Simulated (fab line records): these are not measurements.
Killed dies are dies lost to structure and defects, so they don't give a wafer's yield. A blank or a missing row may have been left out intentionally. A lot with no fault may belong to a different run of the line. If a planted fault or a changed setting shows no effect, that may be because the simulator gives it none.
Matching of chambers || flow n5Finfet || 3 sister chambers for N5_BEOL_M14_ILD_DEP_00 on pecvd-01
The step deposits SiO2 from TEOS/O2, target thk 1119.3 nm, time 237.4 s. 16 wafers are shown with their chamber, then 8 later ones without.

## WAFERS, EACH WITH ITS CHAMBER
{"wafer": "L077.1", "chamber": 1, "throttleValvePct (%)": 22.0, "showerheadPlenumPTorr (Torr)": 8.30, "heaterPowerOuterW (W)": 348}
{"wafer": "L077.3", "chamber": 0, "throttleValvePct (%)": 18.4, "showerheadPlenumPTorr (Torr)": 8.31, "heaterPowerOuterW (W)": 257}
{"wafer": "L077.6", "chamber": 1, "throttleValvePct (%)": 21.5, "showerheadPlenumPTorr (Torr)": 8.30, "heaterPowerOuterW (W)": 372}
{"wafer": "L080.2", "chamber": 1, "throttleValvePct (%)": 21.7, "showerheadPlenumPTorr (Torr)": 8.31, "heaterPowerOuterW (W)": 384}
{"wafer": "L080.4", "chamber": 2, "throttleValvePct (%)": 18.8, "showerheadPlenumPTorr (Torr)": 8.40, "heaterPowerOuterW (W)": 238}
{"wafer": "L080.5", "chamber": 1, "throttleValvePct (%)": 21.8, "showerheadPlenumPTorr (Torr)": 8.31, "heaterPowerOuterW (W)": 283}
{"wafer": "L084.2", "chamber": 0, "throttleValvePct (%)": 18.3, "showerheadPlenumPTorr (Torr)": 8.29, "heaterPowerOuterW (W)": 277}
{"wafer": "L084.3", "chamber": 2, "throttleValvePct (%)": 18.7, "showerheadPlenumPTorr (Torr)": 8.42, "heaterPowerOuterW (W)": 342}
{"wafer": "L084.5", "chamber": 2, "throttleValvePct (%)": 18.9, "showerheadPlenumPTorr (Torr)": 8.41, "heaterPowerOuterW (W)": 244}
{"wafer": "L086.1", "chamber": 0, "throttleValvePct (%)": 18.3, "showerheadPlenumPTorr (Torr)": 8.31, "heaterPowerOuterW (W)": 257}
{"wafer": "L086.3", "chamber": 1, "throttleValvePct (%)": 21.9, "showerheadPlenumPTorr (Torr)": 8.31, "heaterPowerOuterW (W)": 364}
{"wafer": "L086.4", "chamber": 0, "throttleValvePct (%)": 18.4, "showerheadPlenumPTorr (Torr)": 8.30, "heaterPowerOuterW (W)": 293}
{"wafer": "L089.1", "chamber": 2, "throttleValvePct (%)": 18.9, "showerheadPlenumPTorr (Torr)": 8.42, "heaterPowerOuterW (W)": 331}
{"wafer": "L089.5", "chamber": 2, "throttleValvePct (%)": 18.8, "showerheadPlenumPTorr (Torr)": 8.39, "heaterPowerOuterW (W)": 351}
{"wafer": "L089.6", "chamber": 1, "throttleValvePct (%)": 21.6, "showerheadPlenumPTorr (Torr)": 8.30, "heaterPowerOuterW (W)": 396}
{"wafer": "L090.1", "chamber": 1, "throttleValvePct (%)": 21.8, "showerheadPlenumPTorr (Torr)": 8.29, "heaterPowerOuterW (W)": 365}

SIGNATURES (means of the wafers above)
{"reading": "throttleValvePct", "chamber 0": 18.350, "chamber 1": 21.757, "chamber 2": 18.820, "scatter within a chamber": 0.129}
{"reading": "showerheadPlenumPTorr", "chamber 0": 8.3025, "chamber 1": 8.3029, "chamber 2": 8.4080, "scatter within a chamber": 0.00999}
{"reading": "heaterPowerOuterW", "chamber 0": 271.00, "chamber 1": 358.86, "chamber 2": 301.20, "scatter within a chamber": 40.5}
Rule: for a wafer and a chamber, the distance is found by dividing, reading by reading, the gap between the wafer's reading and the chamber's mean by the reading's scatter, squaring, summing and taking the root. If the next closest chamber is less than 2 further off than the closest, the wafer can't be placed; otherwise it belongs to the closest. How the scatter is found: for the shown wafers, subtract from each reading the mean of its chamber, square and add these, divide the total by (wafers less chambers), then take the root.

## WAFERS MISSING THEIR CHAMBER
{"wafer": "L090.3", "throttleValvePct (%)": 18.3, "showerheadPlenumPTorr (Torr)": 8.29, "heaterPowerOuterW (W)": 291}
{"wafer": "L090.5", "throttleValvePct (%)": 21.9, "showerheadPlenumPTorr (Torr)": 8.30, "heaterPowerOuterW (W)": 348}
{"wafer": "L093.3", "throttleValvePct (%)": 18.7, "showerheadPlenumPTorr (Torr)": 8.42, "heaterPowerOuterW (W)": 295}
{"wafer": "L093.4", "throttleValvePct (%)": 18.3, "showerheadPlenumPTorr (Torr)": 8.30, "heaterPowerOuterW (W)": 195}
{"wafer": "L093.6", "throttleValvePct (%)": 19.0, "showerheadPlenumPTorr (Torr)": 8.40, "heaterPowerOuterW (W)": 326}
{"wafer": "L095.2", "throttleValvePct (%)": 19.1, "showerheadPlenumPTorr (Torr)": 8.40, "heaterPowerOuterW (W)": 326}
{"wafer": "L095.4", "throttleValvePct (%)": 21.6, "showerheadPlenumPTorr (Torr)": 8.30, "heaterPowerOuterW (W)": 358}
{"wafer": "L095.6", "throttleValvePct (%)": 18.9, "showerheadPlenumPTorr (Torr)": 8.41, "heaterPowerOuterW (W)": 350}

## WHICH CHAMBER EACH WENT THROUGH
{"wafer": "L090.3", "from the rows above": 0, "in truth": 0}
{"wafer": "L090.5", "from the rows above": 1, "in truth": 1}
{"wafer": "L093.3", "from the rows above": 2, "in truth": 2}
{"wafer": "L093.4", "from the rows above": 0, "in truth": 0}
{"wafer": "L093.6", "from the rows above": 2, "in truth": 2}
{"wafer": "L095.2", "from the rows above": 2, "in truth": 2}
{"wafer": "L095.4", "from the rows above": 1, "in truth": 1}
{"wafer": "L095.6", "from the rows above": 2, "in truth": 2}
8 of 8 placed correctly. Not placeable from these rows: 0. Wrongly placed: 0.
